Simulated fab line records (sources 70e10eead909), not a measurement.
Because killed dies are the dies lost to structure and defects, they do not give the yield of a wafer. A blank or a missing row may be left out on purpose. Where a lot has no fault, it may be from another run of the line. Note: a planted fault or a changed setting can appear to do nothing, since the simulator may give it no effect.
Chamber matching / flow nand-harc / pecvd-03 running NHARC_A_CONTACT_DEP_85: 3 sister chambers
The step deposits SiON, target thk 50 nm. 24 wafers are shown with their chamber, then 12 later ones without.

== EACH WAFER AND ITS CHAMBER ==
wafer=L077.2; chamber=1; heater-power-outer-w (W)=484; heater-power-w (W)=811
wafer=L077.3; chamber=2; heater-power-outer-w (W)=416; heater-power-w (W)=728
wafer=L077.4; chamber=1; heater-power-outer-w (W)=508; heater-power-w (W)=811
wafer=L078.1; chamber=2; heater-power-outer-w (W)=393; heater-power-w (W)=705
wafer=L078.2; chamber=0; heater-power-outer-w (W)=467; heater-power-w (W)=695
wafer=L078.3; chamber=1; heater-power-outer-w (W)=462; heater-power-w (W)=765
wafer=L081.2; chamber=2; heater-power-outer-w (W)=346; heater-power-w (W)=646
wafer=L081.3; chamber=1; heater-power-outer-w (W)=519; heater-power-w (W)=860
wafer=L081.5; chamber=1; heater-power-outer-w (W)=507; heater-power-w (W)=866
wafer=L080.1; chamber=0; heater-power-outer-w (W)=453; heater-power-w (W)=698
wafer=L080.2; chamber=2; heater-power-outer-w (W)=380; heater-power-w (W)=668
wafer=L080.6; chamber=0; heater-power-outer-w (W)=436; heater-power-w (W)=709
wafer=L083.2; chamber=2; heater-power-outer-w (W)=390; heater-power-w (W)=696
wafer=L083.3; chamber=0; heater-power-outer-w (W)=507; heater-power-w (W)=750
wafer=L083.4; chamber=2; heater-power-outer-w (W)=400; heater-power-w (W)=731
wafer=L082.2; chamber=0; heater-power-outer-w (W)=413; heater-power-w (W)=648
wafer=L082.3; chamber=1; heater-power-outer-w (W)=525; heater-power-w (W)=847
wafer=L082.5; chamber=0; heater-power-outer-w (W)=425; heater-power-w (W)=664
wafer=L088.4; chamber=2; heater-power-outer-w (W)=428; heater-power-w (W)=735
wafer=L088.5; chamber=0; heater-power-outer-w (W)=507; heater-power-w (W)=772
wafer=L088.6; chamber=1; heater-power-outer-w (W)=508; heater-power-w (W)=842
wafer=L086.3; chamber=1; heater-power-outer-w (W)=471; heater-power-w (W)=754
wafer=L086.5; chamber=1; heater-power-outer-w (W)=456; heater-power-w (W)=777
wafer=L086.6; chamber=0; heater-power-outer-w (W)=455; heater-power-w (W)=712

SIGNATURES (averages over the wafers above)
reading=heater-power-outer-w; chamber 0=457.88; chamber 1=493.33; chamber 2=393.29; scatter within a chamber=29.2
reading=heater-power-w; chamber 0=706.00; chamber 1=814.78; chamber 2=701.29; scatter within a chamber=39.4
Rule: distance of a wafer from a chamber = root of the sum over the readings of ((wafer's reading minus chamber's mean) / reading's scatter) squared. The wafer belongs to the nearest chamber; if the next one is less than 2 further off, it can't be placed. How the scatter is found: for the shown wafers, subtract from each reading the mean of its chamber, square and add these, divide the total by (wafers less chambers), then take the root.

== WAFERS WHOSE CHAMBER IS MISSING ==
wafer=L090.1; heater-power-outer-w (W)=330; heater-power-w (W)=617
wafer=L090.5; heater-power-outer-w (W)=471; heater-power-w (W)=801
wafer=L090.6; heater-power-outer-w (W)=468; heater-power-w (W)=714
wafer=L089.1; heater-power-outer-w (W)=537; heater-power-w (W)=762
wafer=L089.2; heater-power-outer-w (W)=539; heater-power-w (W)=893
wafer=L089.3; heater-power-outer-w (W)=401; heater-power-w (W)=710
wafer=L091.2; heater-power-outer-w (W)=522; heater-power-w (W)=789
wafer=L091.5; heater-power-outer-w (W)=457; heater-power-w (W)=774
wafer=L091.6; heater-power-outer-w (W)=396; heater-power-w (W)=719
wafer=L096.2; heater-power-outer-w (W)=429; heater-power-w (W)=738
wafer=L096.3; heater-power-outer-w (W)=448; heater-power-w (W)=701
wafer=L096.6; heater-power-outer-w (W)=444; heater-power-w (W)=654

== CHAMBER TAKEN BY EACH ==
wafer=L090.1; from the rows above=can't be placed: 2 or 0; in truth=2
wafer=L090.5; from the rows above=can't be placed: 1 or 0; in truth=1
wafer=L090.6; from the rows above=0; in truth=0
wafer=L089.1; from the rows above=can't be placed: 1 or 0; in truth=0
wafer=L089.2; from the rows above=1; in truth=1
wafer=L089.3; from the rows above=can't be placed: 2 or 0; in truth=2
wafer=L091.2; from the rows above=can't be placed: 1 or 0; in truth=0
wafer=L091.5; from the rows above=can't be placed: 1 or 0 or 2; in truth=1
wafer=L091.6; from the rows above=can't be placed: 2 or 0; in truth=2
wafer=L096.2; from the rows above=can't be placed: 0 or 2 or 1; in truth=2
wafer=L096.3; from the rows above=can't be placed: 0 or 2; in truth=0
wafer=L096.6; from the rows above=can't be placed: 0 or 2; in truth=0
2 of 12 placed correctly. Unplaceable from these rows: 10, with the true chamber sitting among the candidates in 10. Wrongly placed: 0.
